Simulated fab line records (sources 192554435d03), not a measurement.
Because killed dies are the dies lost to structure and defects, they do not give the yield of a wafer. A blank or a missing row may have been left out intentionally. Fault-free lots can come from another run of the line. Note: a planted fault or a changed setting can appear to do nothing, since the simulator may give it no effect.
Chamber matching | flow n5-finfet | N5_FIN_CUT_DESCUM_13 on rie-diel-02: 4 sister chambers
The step chemistry O2, time 7 s. 4 wafers are shown with their chamber, then 9 later ones without.

## WAFERS, EACH WITH ITS CHAMBER
wafer  | chamber | drypump-motor-current-A (A)
L087.2 | 3       | 5.9
L087.3 | 1       | 5.6
L087.5 | 2       | 6.1
L088.5 | 0       | 4.8

## WAFERS MISSING THEIR CHAMBER
wafer  | drypump-motor-current-A (A)
L093.1 | 4.8
L093.3 | 6.1
L093.5 | 6.1
L095.1 | 5.6
L095.2 | 5.9
L095.4 | 6.0
L096.1 | 4.8
L096.2 | 5.6
L096.3 | 5.9

## THE CHAMBER EACH PASSED THROUGH
wafer  | from the rows above     | in truth
L093.1 | 0                       | 0
L093.3 | 2                       | 2
L093.5 | 2                       | 2
L095.1 | 1                       | 1
L095.2 | 3                       | 3
L095.4 | can't be placed: 2 or 3 | 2
L096.1 | 0                       | 0
L096.2 | 1                       | 1
L096.3 | 3                       | 3
Placed correctly: 8 of 9. Can't be placed from these rows: 1 (the true chamber is among the candidates in 1). Wrongly placed: 0.
How it was worked out, from the rows above alone: a wafer's distance from a chamber is the root of the sum, over the readings, of the square of ((its reading less the chamber's mean) divided by the reading's scatter). If the next closest chamber is less than 2 further off than the closest, the wafer can't be placed; otherwise it belongs to the closest. Each chamber's mean is taken over the wafers shown for it. The scatter: with one shown wafer a chamber, the root of the mean of the squares of how far each hidden wafer lies from its nearest shown one.
